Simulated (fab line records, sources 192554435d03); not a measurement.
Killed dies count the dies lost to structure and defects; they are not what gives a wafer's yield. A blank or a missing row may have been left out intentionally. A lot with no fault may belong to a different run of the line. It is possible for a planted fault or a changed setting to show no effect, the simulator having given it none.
Which tool did it? / flow n5-finfet / Sampling: 11 lots, 33 wafers, 4 of 1938 route steps

== WHAT THE GAUGES SHOWED, per wafer ==
N5_PASSIVATION_CD_MEAS_10: target cd 3000 nm.
lot=L209; measured=day 11 17:34; on=cd-sem-01; cd-nm (nm)=2999.7 3000.3 3003.6
lot=L212; measured=day 12 23:04; on=cd-sem-03; cd-nm (nm)=3000.7 3002.1 3000.0
lot=L213; measured=day 13 05:41; on=cd-sem-01; cd-nm (nm)=2978.9 2979.0 2978.9
lot=L214; measured=day 13 10:32; on=cd-sem-03; cd-nm (nm)=2999.1 3000.1 2998.9
lot=L218; measured=day 14 15:53; on=cd-sem-03; cd-nm (nm)=2978.2 2980.0 2979.4
lot=L225; measured=day 15 22:15; on=cd-sem-03; cd-nm (nm)=3000.4 3000.8 2998.4
lot=L226; measured=day 16 02:01; on=cd-sem-02; cd-nm (nm)=3002.0 3000.7 3001.3
lot=L224; measured=day 16 06:32; on=cd-sem-02; cd-nm (nm)=2999.2 2998.3 2998.8
lot=L228; measured=day 17 04:14; on=cd-sem-01; cd-nm (nm)=3002.0 2999.6 3001.6
lot=L227; measured=day 17 11:40; on=cd-sem-03; cd-nm (nm)=2999.8 2999.9 2998.9
lot=L229; measured=day 17 13:44; on=cd-sem-01; cd-nm (nm)=3001.6 3000.6 2999.3

== WHAT TOOL EACH LOT RAN ON (gives the tool, then ch and the chambers of the sampled wafers, and finally the start) ==
lot=L209; N5_MIM_TOP_ALD_02=ald-hk-02 ch 1,2, day 11 15:22 or earlier; N5_MIM_TOP_ETCH_STRIP_01=rie-diel-05 ch 0,1,3, day 11 15:22; N5_PASSIVATION_PEB_08=litho-track-01 ch 0, day 11 17:26
lot=L212; N5_MIM_TOP_ALD_02=ald-hk-03 ch 1,3, day 12 21:10 or earlier; N5_MIM_TOP_ETCH_STRIP_01=rie-diel-01 ch 1,2,3, day 12 21:10; N5_PASSIVATION_PEB_08=litho-track-02 ch 0, day 12 22:56
lot=L213; N5_MIM_TOP_ALD_02=ald-hk-02 ch 0,2,3, day 13 03:40 or earlier; N5_MIM_TOP_ETCH_STRIP_01=rie-diel-01 ch 2,3, day 13 03:40; N5_PASSIVATION_PEB_08=litho-track-02 ch 0, day 13 05:34
lot=L214; N5_MIM_TOP_ALD_02=ald-hk-03 ch 0,3, day 13 08:37 or earlier; N5_MIM_TOP_ETCH_STRIP_01=rie-diel-03 ch 1,2, day 13 08:37; N5_PASSIVATION_PEB_08=litho-track-01 ch 0, day 13 10:25
lot=L218; N5_MIM_TOP_ALD_02=ald-hk-02 ch 1,2,3, day 14 13:50 or earlier; N5_MIM_TOP_ETCH_STRIP_01=rie-diel-01 ch 1,2,3, day 14 13:50; N5_PASSIVATION_PEB_08=litho-track-02 ch 0, day 14 15:46
lot=L225; N5_MIM_TOP_ALD_02=ald-hk-01 ch 1,2, day 15 20:13 or earlier; N5_MIM_TOP_ETCH_STRIP_01=rie-diel-03 ch 0,2, day 15 20:13; N5_PASSIVATION_PEB_08=litho-track-04 ch 0, day 15 22:08
lot=L226; N5_MIM_TOP_ALD_02=ald-hk-02 ch 1,3, day 15 21:53 or earlier; N5_MIM_TOP_ETCH_STRIP_01=rie-diel-05 ch 0,2, day 15 21:53; N5_PASSIVATION_PEB_08=litho-track-01 ch 0, day 16 01:53
lot=L224; N5_MIM_TOP_ALD_02=ald-hk-02 ch 2,3, day 16 04:24 or earlier; N5_MIM_TOP_ETCH_STRIP_01=rie-diel-01 ch 1,2, day 16 04:24; N5_PASSIVATION_PEB_08=litho-track-04 ch 0, day 16 06:25
lot=L228; N5_MIM_TOP_ALD_02=ald-hk-02 ch 0,3, day 17 02:26 or earlier; N5_MIM_TOP_ETCH_STRIP_01=rie-diel-05 ch 0,2,3, day 17 02:26; N5_PASSIVATION_PEB_08=litho-track-04 ch 0, day 17 04:07
lot=L227; N5_MIM_TOP_ALD_02=ald-hk-01 ch 1,2, day 17 09:14 or earlier; N5_MIM_TOP_ETCH_STRIP_01=rie-diel-03 ch 0,3, day 17 09:14; N5_PASSIVATION_PEB_08=litho-track-01 ch 0, day 17 11:33
lot=L229; N5_MIM_TOP_ALD_02=ald-hk-02 ch 0,2,3, day 17 11:46 or earlier; N5_MIM_TOP_ETCH_STRIP_01=rie-diel-01 ch 0,2,3, day 17 11:46; N5_PASSIVATION_PEB_08=litho-track-02 ch 0, day 17 13:37
- N5_MIM_TOP_ALD_02: deposits Al2O3, purge time 3 s, co reactant pulse time 3 s.
- N5_MIM_TOP_ETCH_STRIP_01: strips in O2.
- N5_PASSIVATION_PEB_08

== THE ANSWER, worked out from the rows above alone ==
Rule: what is usual is taken from the lots themselves. The widest of any qualifying gaps counts: lots, ordered by their means at a reading, are off when they make up no more than a third of the lots, leave a main group of 4 or more, and stand apart from it by 3 or more times the standard deviation of that group's means. If all means in a main group match to the digits the tables above print for the reading, that group is not used. Also off: a lot with no number at a reading for which 4 or more lots have one. Where the step has rows for the other lots, those lots are counted as sound.
Off at N5_PASSIVATION_CD_MEAS_10 (cd-nm): L213, L218. The main group has a mean of 3000.3 nm with a standard deviation of 0.88.
If a tool, at a process step before that reading, ran all the lots that are off and no sound lot after the first of them, it fits. Gauges at N5_PASSIVATION_CD_MEAS_10: tried the same way as those tools. N5_MIM_TOP_ALD_02 gives no start for some lots, so the hours and the order of its lots are those of N5_MIM_TOP_ETCH_STRIP_01. None of those tried fits.

== WHAT HAD BEEN PUT IN BY THE SIMULATOR ==
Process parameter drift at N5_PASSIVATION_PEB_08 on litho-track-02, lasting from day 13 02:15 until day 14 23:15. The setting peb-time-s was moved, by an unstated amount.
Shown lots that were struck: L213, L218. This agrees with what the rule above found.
